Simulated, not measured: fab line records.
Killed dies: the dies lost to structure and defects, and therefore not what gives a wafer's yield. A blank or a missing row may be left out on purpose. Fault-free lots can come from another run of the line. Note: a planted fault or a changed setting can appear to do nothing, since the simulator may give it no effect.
Comparing a struck lot with a sound one / flow n5-finfet / 43 steps out of a route of 1938
Sound: the wafers L750.2, L750.4, L750.5. Wafers struck: L753.1, L753.3, L753.4. Last of all comes the cause.
Order at every step that has rows: each side's tool, ch and its chambers, its first start. Under that, the readings that differ: sound wafers / struck wafers / difference of the means / sigmas: that difference in standard deviations of wafers without a fault.
alike: readings whose means differ by less than 2 such deviations, and words and numbers that are the same on both sides. not compared: withheld readings, readings that some wafer has no value for, bounds like >300 that may hide the same value, and numbers for which the record gives no deviation and whose values overlap.
Wherever a step has rows on one side only, a row that says differs or no value, or a row with sigmas, the two part there. Non-overlapping numbers with no deviation appear without sigmas and do not part them. Lack of a reading on every wafer of one side parts them only where that side has two or more wafers.

first, 11 steps without rows for these wafers: N5_DUMMY_GATE_ETCH_36 (etches SiARC in CF4, target depth 13 nm); N5_DUMMY_GATE_ETCH_37 (etches SOC in N2/H2, target depth 60 nm, overetch 30 nm); N5_DUMMY_GATE_STRIP_38 (strips in N2/H2); N5_DUMMY_GATE_STRIP_39 (strips in N2/H2); N5_DUMMY_GATE_TRIM_49 (chemistry O2, time 29 s, target cd 14 nm); N5_DUMMY_GATE_STRIP_40 (strips in CF4); N5_DUMMY_GATE_ETCH_31 (etches SiO2 in C4F6/O2, target depth 82.5 nm, time 27.5 s); N5_DUMMY_GATE_STRIP_41 (strips in O2); N5_DUMMY_GATE_HM_OPEN_21 (chemistry CH3F/O2, target SiNx, target depth 120 nm, time 171.4 s); N5_DUMMY_GATE_ETCH_32 (etches SiO2 in CF4, target depth 3.5 nm, time 3.9 s); N5_DUMMY_GATE_ETCH_23 (etches poly-Si in HBr/Cl2/O2, target depth 41 nm, time 22.3 s).
N5_DUMMY_GATE_ETCH_44: etches poly-Si in HBr/O2, stops on SiO2, target depth 127.5 nm.
  sound on rie-si-04 ch 0,1,3, day 7 04:41; struck on rie-si-06 ch 0,1,3, day 7 23:56
  alike: O2_flow_sccm, drypump-motor-current-A, he-backside-leak-sccm, oes-product-au, throttle-valve-pct
  not compared: rf-hours-counter-h
then, 7 steps without rows for these wafers: N5_DUMMY_GATE_ETCH_42 (etches SiO2 in CHF3/O2, target depth 3.5 nm, time 31 s); N5_DUMMY_GATE_STRIP_48 (strips in N2/H2, time 20 s); N5_DUMMY_GATE_PRECLEAN_33 (cleans in dHF, time 10 s); N5_DUMMY_GATE_PRECLEAN_25 (cleans in O3/DIW, time 45 s); N5_DUMMY_GATE_PRECLEAN_51 (cleans in SC2, time 45 s); N5_DUMMY_GATE_SRD_26 (time 30 s); N5_DUMMY_GATE_UV_OZONE_45 (time 120 s).
N5_DUMMY_GATE_INSPECT_27: inspects for defects (brightfield).
  sound on defect-inspect-01, day 7 05:05; struck on defect-inspect-01, day 8 00:35
reading=raw-defect-count; sound=363 280 340; struck=856 805 823; difference=+500; sigmas=+7
then, 3 steps without rows for these wafers: N5_SPACER0_ALD_07 (deposits SiNx, target thk 2 nm); N5_SPACER0_ALD_00 (deposits SiOCN, target thk 3.5 nm, pulse time 3 s, purge time 2 s); N5_SPACER0_ALD_08 (deposits SiNx, target thk 2 nm).
N5_SPACER0_INSPECT_04: inspects for defects (darkfield).
  sound on defect-inspect-02, day 7 05:41; struck on defect-inspect-01, day 8 01:12
reading=raw-defect-count; sound=168 126 160; struck=664 654 652; difference=+505; sigmas=+17
then, 8 steps without rows for these wafers: N5_SD_EPI_N_COAT_32 (time 60 s, resist thk 350 nm); N5_SD_EPI_N_COAT_33 (time 60 s, resist thk 35 nm); N5_SD_EPI_N_COAT_03 (resist thk 150 nm); N5_SD_EPI_N_EBR_05; N5_SD_EPI_N_SOFTBAKE_04 (time 60 s); N5_SD_EPI_N_EXPOSE_06 (exposes mask SD N BLK, target cd 120 nm); N5_SD_EPI_N_PEB_07 (peb time 60 s); N5_SD_EPI_N_DEVELOP_08 (develop time 30 s).
N5_SD_EPI_N_INSPECT_11: inspects for defects (macro).
  sound on defect-inspect-02, day 7 06:01; struck on defect-inspect-01, day 8 01:39
reading=raw-defect-count; sound=2 2 0; struck=>300 >300 >300; difference=differs; sigmas=
then, 5 steps without rows for these wafers: N5_SD_EPI_N_DESCUM_14 (chemistry O2, time 7.9 s); N5_SD_EPI_N_ETCH_34 (etches SiARC in CF4, target depth 45.5 nm, time 75.8 s); N5_SD_EPI_N_ETCH_35 (etches SOC in N2/H2, overetch 108 nm, time 486 s); N5_SD_EPI_N_STRIP_36 (strips in N2/H2); N5_SD_EPI_N_ETCHBACK_44 (etches SiNx in CH3F/O2, stops on SiO2, target depth 14.5 nm).
N5_SD_EPI_N_INSPECT_26: inspects for defects (darkfield).
  sound on defect-inspect-01, day 7 10:03; struck on defect-inspect-01, day 8 06:16
reading=raw-defect-count; sound=223 247 226; struck=735 695 734; difference=+489; sigmas=+13
N5_SD_EPI_P_INSPECT_26: inspects for defects (darkfield).
  sound on defect-inspect-02, day 7 15:07; struck on defect-inspect-02, day 8 10:39
reading=raw-defect-count; sound=203 187 205; struck=704 693 696; difference=+499; sigmas=+15
N5_SD_ACTIVATION_INSPECT_02: inspects for defects (darkfield).
  sound on defect-inspect-01, day 7 15:52; struck on defect-inspect-02, day 8 11:28
reading=raw-defect-count; sound=174 178 180; struck=681 689 689; difference=+509; sigmas=+15
-- the record jumps here: 4 days lie between the struck wafers' starts before and after (it left off in module SD_ACTIVATION and takes up again in module BEOL_M4, whose first step shown is number 1111 of the route) --
N5_BEOL_M4_RC_MEAS_101:
  sound on prober-01 ch 0, day 12 12:02; struck on prober-02 ch 0, day 12 21:16
  alike: DIBL_N, DIBL_P, IOFF_N, IOFF_P, ION_N, ION_P, SS_N, SS_P, VT_N, VT_P
-- record jumps: 5 days separate the struck wafers' starts on either side; left off in module BEOL_M4, taken up again in module PASSIVATION, whose first shown step is the route's number 1936 --
N5_PASSIVATION_PROBE_49:
  the record has rows for the struck wafers here (prober-01, day 17 10:42) and none for the sound ones

## WHERE THEY PART
Earliest at N5_DUMMY_GATE_INSPECT_27; latest, in this record, at N5_PASSIVATION_PROBE_49.

WHY: what the simulator had put in
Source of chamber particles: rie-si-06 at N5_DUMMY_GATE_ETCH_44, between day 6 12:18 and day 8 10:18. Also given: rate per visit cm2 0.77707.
